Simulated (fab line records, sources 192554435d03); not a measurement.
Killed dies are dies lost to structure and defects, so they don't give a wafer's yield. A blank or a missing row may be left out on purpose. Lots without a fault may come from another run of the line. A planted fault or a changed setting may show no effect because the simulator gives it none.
fab line records | flow n5_finfet
record lots=7 wafers=39
route steps=1938 shown MIM_BOT_ETCH@1866
start_h: hours from the record's first day to the start of the lot's first wafer shown | wait_h: hours since the lot's step before | " the same as in the row above | L1.1+2: a row that stands for several wafers | - no value, or no start given | * or withheld: withheld | < > ~ a bound
route shown NAME@n: a module of which the file shows steps, and the number in the route of the first | usual: mean/standard deviation of fault-free wafers | same: alike in all rows | chamber/n: place in a boat | sites: the reading at each site | _std_site: their standard deviation | _edge_site: outer sites' mean less inner sites' | radius_mm: how far each site lies from the wafer's centre | mask NAME#n: copy n | behind: the tool/chamber that last shaped the wafer | hold: why the lot was held/for how many hours/how that ended | device: the transistor (n, p or np) that didn't switch | end of line: the same wafers' tests at the end of the route | a step without rows: its recipe alone | killed: dies lost to structure and defects at the first sort, not the wafer's yield | map: a wafer's dies, x killed, . not, _ none there
set.NAME: the setting as run; set.NAME@STEP: as run at that earlier step | model.NAME: the simulator's own value behind a step, which no gauge read
lots whose settings were changed on purpose; a table a step, a row a wafer
## steps
# step N5_MIM_BOT_ETCH_ETCH_04
# recipe chemistry=CF4/O2 target=SiNx target_depth_a=260 time_s=13 ion_energy_ev=100 pressure_mtorr=40 source_w=535 bias_w=49 Ar_flow_sccm=100 cf4_flow_sccm=100 O2_flow_sccm=10
# columns lot.wafer tool chamber start_h wait_h set.time_s model.etch.depth_nm model.MIM_BOT_ETCH.cd_offset_nm
L079.1 rie_diel-01 2 290.04 0.0 13 26.17 0
L079.2 " 3 " " 15.4 30.48 0
L079.3 " 0 " " 13 25.97 0
L079.4 " 1 " " 15.4 30.33 -0.4
L079.5 " 3 " " 13 25.76 0.2
L079.6 " 0 " " 15.4 31.04 -0.2
L080.1 rie_diel-03 1 298.15 0.0 6.07 12.71 0.6
L080.2 " 0 " " 13 24.98 0
L080.3 " 2 " " 13 26.66 0
L080.4 " 0 " " 6.07 11.67 0.4
L080.5 " 1 " " 6.07 12.67 0.6
L080.6 " 2 " " 13 26.67 0
L082.1 rie_diel-01 2 298.31 0.0 5.695 11.45 0.8
L082.2 " 3 " " 13 26.07 0.2
L082.3 " 0 " " 13 26.34 0
L082.4 " 1 " " 13 25.93 -0.2
L082.5 " 0 " " 5.695 11.5 0.6
L082.6 " 3 " " 5.695 11.42 0.8
L090.3 rie_diel-01 0 360.47 0.0 13 25.9 0.2
L090.5 " 0 " " 13 25.74 0.2
L090.6 " 1 " " 13 26.42 -0.2
L091.1 rie_diel-04 3 362.80 0.0 13 26.86 0
L091.2 " 2 " " 13 28.08 0
L091.3 " 0 " " 13 25.75 0
L091.4 " 1 " " 5.945 11.96 0.4
L091.5 " 3 " " 5.945 12.45 0.6
L091.6 " 0 " " 5.945 11.68 0.6
L093.1 rie_diel-03 1 372.80 0.0 13 27.32 0
L093.2 " 0 " " 13 25.8 0
L093.3 " 2 " " 13 26.93 0
L093.4 " 3 " " 13 25.63 0
L093.5 " 3 " " 13 25.75 0
L093.6 " 0 " " 13 25.78 0
L096.1 rie_diel-04 1 393.87 0.0 18.54 37.01 -0.6
L096.2 " 2 " " 13 27.72 -0.2
L096.3 " 0 " " 13 25.42 0
L096.4 " 2 " " 13 27.58 0
L096.5 " 0 " " 18.54 36.09 -0.4
L096.6 " 1 " " 18.54 36.69 -0.6
## key
split step=N5_MIM_BOT_ETCH_ETCH_04 setting=time_s stated=13 by=wafer
response step=N5_MIM_BOT_ETCH_ETCH_04 reading=model.etch.depth_nm change=+0.258 per=1% r=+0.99
response step=N5_MIM_BOT_ETCH_ETCH_04 reading=model.MIM_BOT_ETCH.cd_offset_nm change=-0.0111 per=1% r=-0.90
